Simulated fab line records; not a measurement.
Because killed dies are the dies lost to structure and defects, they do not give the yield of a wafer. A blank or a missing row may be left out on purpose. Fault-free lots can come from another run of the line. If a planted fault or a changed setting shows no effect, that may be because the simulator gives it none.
Struck lot and sound lot, side by side ; flow nand_harc ; 40 out of 1159 route steps
Sound: the wafers L352.1, L352.2, L352.3. The struck wafers were L361.1, L361.3, L361.4. The cause is named last.
Order at every step that has rows: each side's tool, ch and its chambers, its first start. Under that, the readings that differ: sound wafers ; struck wafers ; difference of the means ; sigmas: that difference in standard deviations of wafers without a fault.
alike: readings with means less than 2 such deviations apart, plus words and numbers identical on both sides. not compared: withheld readings, readings lacking a value on some wafer, bounds such as >300 that could conceal the same value, and numbers that have no deviation in the record and whose values overlap.
A row with sigmas, a row that says differs or no value, or rows on one side alone: a step with any of these is where the two part. Non-overlapping numbers with no deviation appear without sigmas and do not part them. Lack of a reading on every wafer of one side parts them only where that side has two or more wafers.

first, 1 step without rows for these wafers: NHARC_A_CHANNEL_FILL_D1_ALD_02 (deposits SiO2, target thk 6 nm, pulse time 10 s, ald cycles 60).
NHARC_A_CHANNEL_FILL_D1_ALD_03: deposits SiNx, target thk 6 nm, pulse time 60 s, ald cycles 58.
  sound on ald_sin_batch-01 ch 0; struck on ald_sin_batch-03 ch 0
  alike: chamber_pressure_Torr, precursor_pulse_height_rel
then, 5 steps without rows for these wafers: NHARC_A_CHANNEL_FILL_D1_ALD_14 (deposits SiO2, target thk 2.5 nm, pulse time 10 s, ald cycles 25); NHARC_A_CHANNEL_FILL_D1_ALD_15 (deposits SiNx, target thk 2 nm, pulse time 60 s, ald cycles 19); NHARC_A_CHANNEL_FILL_D1_ALD_16 (deposits SiO2, target thk 1.5 nm, pulse time 10 s, ald cycles 15); NHARC_A_CHANNEL_FILL_D1_ANNEAL_17 (time 1800 s); NHARC_A_CHANNEL_FILL_D1_CVD_18 (deposits poly-Si, target thk 3 nm).
NHARC_A_CHANNEL_FILL_D1_ETCHBACK_19: etches the open film in HBr/Cl2, target depth 5 nm, time 1.7 s.
  sound on rie_si-04 ch 0,2,3, day 10 04:58; struck on rie_si-05 ch 0,1,3, day 12 18:13
reading;sound;struck;difference;sigmas
rf_hours_counter_h (h);0.7 1.2 1.2;0.2 0.2 0.3;-0.8;
  alike: drypump_motor_current_A, oes_product_au, throttle_valve_pct
then, 1 step without rows for these wafers: NHARC_A_CHANNEL_FILL_D1_ETCHBACK_20 (etches the open film in C4F8/O2/Ar, target depth 27 nm, time 13.5 s).
NHARC_A_CHANNEL_FILL_D1_STRIP_28: strips in O2, time 20 s.
  sound on rie_diel-13 ch 1,2,3, day 10 05:11; struck on rie_diel-04 ch 0,2,3, day 12 18:26
reading;sound;struck;difference;sigmas
drypump_motor_current_A (A);5.3 5.2 5.1;6.3 5.5 6.0;+0.7;+2
rf_hours_counter_h (h);3 3 3;5 5 5;+2;
  alike: oes_product_au, rf_vpp_V, showerhead_plenum_p_Torr, throttle_valve_pct
then, 2 steps without rows for these wafers: NHARC_A_CHANNEL_FILL_D1_PRECLEAN_21 (cleans in dHF, time 30 s); NHARC_A_CHANNEL_FILL_D1_SRD_23.
NHARC_A_CHANNEL_FILL_D1_CVD_05: deposits poly-Si, target thk 5 nm.
  sound on lpcvd_poly-02 ch 0, day 10 07:45; struck on lpcvd_poly-04 ch 0, day 12 20:49
  alike: spike_tc_upper_C, zone_power_upper_pct
then, 1 step without rows for these wafers: NHARC_A_CHANNEL_FILL_D1_ANNEAL_22 (time 7200 s).
NHARC_A_CHANNEL_FILL_D1_THK_MEAS_06: measures by ellipsometry.
  sound: film_metro-01 at day 10 17:06; struck: film_metro-01 at day 13 05:55
  alike: thk_nm
then, 9 steps without rows for these wafers: NHARC_A_CHANNEL_FILL_D1_ALD_25 (deposits SiOx, target thk 60 nm, pulse time 10 s, ald cycles 600); NHARC_A_CHANNEL_FILL_D1_ETCHBACK_08 (etches the open film in C4F8, target depth 220 nm, time 110 s); NHARC_A_CHANNEL_FILL_D1_STRIP_29 (strips in O2, time 20 s); NHARC_A_CHANNEL_FILL_D1_PRECLEAN_30 (cleans in dHF, time 30 s); NHARC_A_CHANNEL_FILL_D1_SRD_31; NHARC_A_CHANNEL_FILL_D1_CVD_09 (deposits poly-Si, target thk 150 nm, time 3000 s); NHARC_A_CHANNEL_FILL_D1_CMP_10 (polishes, target thk 150 nm); NHARC_A_CHANNEL_FILL_D1_SRD_12; NHARC_A_CHANNEL_FILL_D1_RTA_24 (time 5 s).
NHARC_A_CHANNEL_FILL_D1_INSPECT_13:
  sound: defect_inspect-02 at day 11 07:31; struck: defect_inspect-01 at day 13 18:03
  alike: raw_defect_count
then, 10 steps without rows for these wafers: NHARC_A_STAIRCASE_DEP_156 (deposits SiNx, target thk 50 nm); NHARC_A_STAIRCASE_DEHYDRATE_158 (time 120 s); NHARC_A_STAIRCASE_HMDS_159 (time 30 s); NHARC_A_STAIRCASE_COAT_160; NHARC_A_STAIRCASE_SOFTBAKE_161 (time 170 s); NHARC_A_STAIRCASE_EBR_162; NHARC_A_STAIRCASE_EXPOSE_163 (exposes mask STAIR OPEN); NHARC_A_STAIRCASE_PEB_164 (peb time 130 s); NHARC_A_STAIRCASE_DEVELOP_165 (time 140 s); NHARC_A_STAIRCASE_HARDBAKE_167 (time 140 s).
NHARC_A_STAIRCASE_DESCUM_168: chemistry O2, time 3 s.
  sound on rie_diel-09 ch 0,1,2, day 11 08:45; struck on rie_diel-07 ch 0,1,2, day 13 19:06
reading;sound;struck;difference;sigmas
rf_hours_counter_h (h);60 58 55;29 29 27;-29;
  alike: drypump_motor_current_A, oes_product_au, rf_vpp_V, showerhead_plenum_p_Torr, throttle_valve_pct
then, 1 step without rows for these wafers: NHARC_A_STAIRCASE_ETCH_169 (etches the open film in CH3F/O2, target depth 50 nm, time 107.1 s).
NHARC_A_STAIRCASE_ETCH_170: etches the open film in C4F6/O2, target depth 200 nm, time 66.667 s.
  sound on rie_diel-09 ch 0,2,3; struck on rie_diel-07 ch 0,1,3
reading;sound;struck;difference;sigmas
rf_hours_counter_h (h);55 60 57;27 29 29;-29;
  alike: drypump_motor_current_A, oes_product_au, rf_vpp_V, showerhead_plenum_p_Torr, throttle_valve_pct
then, 1 step without rows for these wafers: NHARC_A_STAIRCASE_STRIP_171 (strips in O2).
-- jump in the record: it breaks off in module A_STAIRCASE and resumes in module END (first step shown: number 1158 of the route), and 8 days separate the struck wafers' starts before and after --
NHARC_END_WLT_00:
  sound: prober-01 at day 19 14:35; struck: prober-02 at day 22 03:46
reading;sound;struck;difference;sigmas
VT_DECK1_BOTTOM;0.856 0.855 0.864;0.927 0.940 0.940;+0.077;+10
VT_DECK1_BOTTOM_INNER;0.852 0.853 0.865;0.939 0.952 0.941;+0.087;+11
VT_DECK1_MEDIAN_NEAR_BOTTOM;0.860 0.853 0.865;0.940 0.956 0.947;+0.088;+11
VT_DECK1_MEDIAN_NEAR_BOTTOM_INNER;0.851 0.855 0.855;0.942 0.955 0.949;+0.095;+12
VT_DECK1_MIDDLE;0.873 0.878 0.875;0.958 0.969 0.966;+0.089;+12
VT_DECK1_MIDDLE_INNER;0.869 0.872 0.873;0.964 0.963 0.969;+0.094;+13
VT_DECK1_TOP;0.888 0.887 0.879;0.975 0.989 0.991;+0.100;+13
VT_DECK1_TOP_INNER;0.884 0.885 0.875;0.988 0.982 0.977;+0.101;+13

## WHERE THEY PART
Earliest at NHARC_A_CHANNEL_FILL_D1_STRIP_28; latest, in this record, at NHARC_END_WLT_00.

WHY: what had been put in by the simulator
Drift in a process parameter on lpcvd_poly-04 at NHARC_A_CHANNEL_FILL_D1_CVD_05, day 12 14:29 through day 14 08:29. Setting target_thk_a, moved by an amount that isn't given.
